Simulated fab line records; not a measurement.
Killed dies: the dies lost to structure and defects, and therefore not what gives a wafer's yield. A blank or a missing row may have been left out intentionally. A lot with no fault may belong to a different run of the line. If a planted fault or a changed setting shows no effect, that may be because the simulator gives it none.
The tool behind it: which one? + flow nand harc + 12 lots, 36 wafers sampled, at 5 steps of a route of 1302

WHAT THE GAUGES SHOWED, per wafer
NHARC_A_ZERO_WELL_CD_MEAS_10: the cd target is 2000 nm.
| lot  | measured     | on        | cd nm (nm)           |
|------|--------------|-----------|----------------------|
| L075 | day 7 06:53  | cd sem-01 | 1998.4 1999.4 2004.1 |
| L077 | day 7 22:39  | cd sem-03 | 2005.4 2001.9 1999.3 |
| L078 | day 8 19:59  | cd sem-02 | 1999.4 1997.2 2000.0 |
| L081 | day 9 18:49  | cd sem-02 | 1998.0 1997.5 1995.2 |
| L083 | day 10 11:31 | cd sem-02 | 1997.2 1996.5 1998.8 |
| L085 | day 11 13:32 | cd sem-02 | 2006.4 2002.2 2002.0 |
| L087 | day 12 02:50 | cd sem-02 | 2002.6 2000.6 2001.8 |
| L089 | day 12 20:13 | cd sem-02 | 1998.3 2002.4 2002.0 |
| L091 | day 13 19:14 | cd sem-02 | 2000.1 1999.2 1999.7 |
| L093 | day 14 17:20 | cd sem-03 | 1997.2 2001.6 1998.2 |
| L095 | day 15 21:25 | cd sem-02 | 2000.9 2004.7 2000.7 |
| L097 | day 16 11:52 | cd sem-01 | 2002.9 2003.4 2002.5 |

TOOL THAT RAN EACH LOT (tool first, then ch and the chambers of the sampled wafers, then the start)
| lot  | NHARC_P_BONDPAD_DESCUM_11          | NHARC_P_BONDPAD_PVD_27                  | NHARC_P_BONDPAD_ANNEAL_28        | NHARC_P_BONDPAD_CMP_19        |
|------|------------------------------------|-----------------------------------------|----------------------------------|-------------------------------|
| L075 | rie diel-12 ch 0,1,3, day 7 03:01  | pvd sputter-03, day 7 04:44 or earlier  | rtp anneal-02 ch 0, day 7 04:44  | cmp-01 ch 0,1,3, day 7 05:08  |
| L077 | rie diel-03 ch 0,1,3, day 7 18:43  | pvd sputter-03, day 7 20:26 or earlier  | rtp anneal-01 ch 0, day 7 20:26  | cmp-01 ch 0,2,3, day 7 20:47  |
| L078 | rie diel-12 ch 0,2,3, day 8 16:08  | pvd sputter-02, day 8 17:52 or earlier  | rtp anneal-01 ch 0, day 8 17:52  | cmp-02 ch 0,3, day 8 18:10    |
| L081 | rie diel-12 ch 1,2,3, day 9 14:57  | pvd sputter-01, day 9 16:41 or earlier  | rtp anneal-01 ch 0, day 9 16:41  | cmp-02 ch 1,2,3, day 9 17:01  |
| L083 | rie diel-12 ch 1,2,3, day 10 07:38 | pvd sputter-01, day 10 09:20 or earlier | rtp anneal-01 ch 0, day 10 09:20 | cmp-01 ch 0,2,3, day 10 09:41 |
| L085 | rie diel-03 ch 1,2, day 11 09:40   | pvd sputter-01, day 11 11:21 or earlier | rtp anneal-01 ch 0, day 11 11:21 | cmp-04 ch 0,3, day 11 11:43   |
| L087 | rie diel-08 ch 1,3, day 11 22:59   | pvd sputter-02, day 12 00:39 or earlier | rtp anneal-02 ch 0, day 12 00:39 | cmp-04 ch 0,1,2, day 12 01:04 |
| L089 | rie diel-12 ch 0,1, day 12 16:30   | pvd sputter-03, day 12 18:17 or earlier | rtp anneal-01 ch 0, day 12 18:17 | cmp-02 ch 1,2, day 12 18:33   |
| L091 | rie diel-08 ch 0,1, day 13 15:26   | pvd sputter-01, day 13 17:16 or earlier | rtp anneal-01 ch 0, day 13 17:16 | cmp-02 ch 0,1,2, day 13 17:34 |
| L093 | rie diel-12 ch 1,2,3, day 14 13:28 | pvd sputter-01, day 14 15:08 or earlier | rtp anneal-02 ch 0, day 14 15:08 | cmp-01 ch 1,2, day 14 15:28   |
| L095 | rie diel-12 ch 0,2,3, day 15 17:40 | pvd sputter-02, day 15 19:24 or earlier | rtp anneal-01 ch 0, day 15 19:24 | cmp-01 ch 0,2,3, day 15 19:46 |
| L097 | rie diel-03 ch 1,2, day 16 08:00   | pvd sputter-01, day 16 09:44 or earlier | rtp anneal-02 ch 0, day 16 09:44 | cmp-04 ch 0,1,3, day 16 10:01 |
- NHARC_P_BONDPAD_DESCUM_11: chemistry O2, time 3 s.
- NHARC_P_BONDPAD_PVD_27: deposits Cu, target thk 30 nm, time 20.49 s.
- NHARC_P_BONDPAD_ANNEAL_28: time 90 s.
- NHARC_P_BONDPAD_CMP_19: polishes, t overpolish 30 s, cu recess touch 16 s, target thk 160.81 nm.

THE ANSWER, worked out from the rows above alone
Rule: what is usual is taken from the lots themselves. Put in order of their means at a reading, lots are off if they are a third of the lots or fewer, leave a main group of 4 or more, and stand apart from it by a gap of 3 or more times the standard deviation of the main group's means; of several such gaps the widest counts. A main group whose means are all the same, to the digits that the tables above print for the reading, isn't used. Also off: a lot with no number at a reading for which 4 or more lots have one. The other lots that the step has rows for count as sound.
Nothing can be told from this: no lot is off at any reading shown.

WHAT THE SIMULATOR HAD INSERTED
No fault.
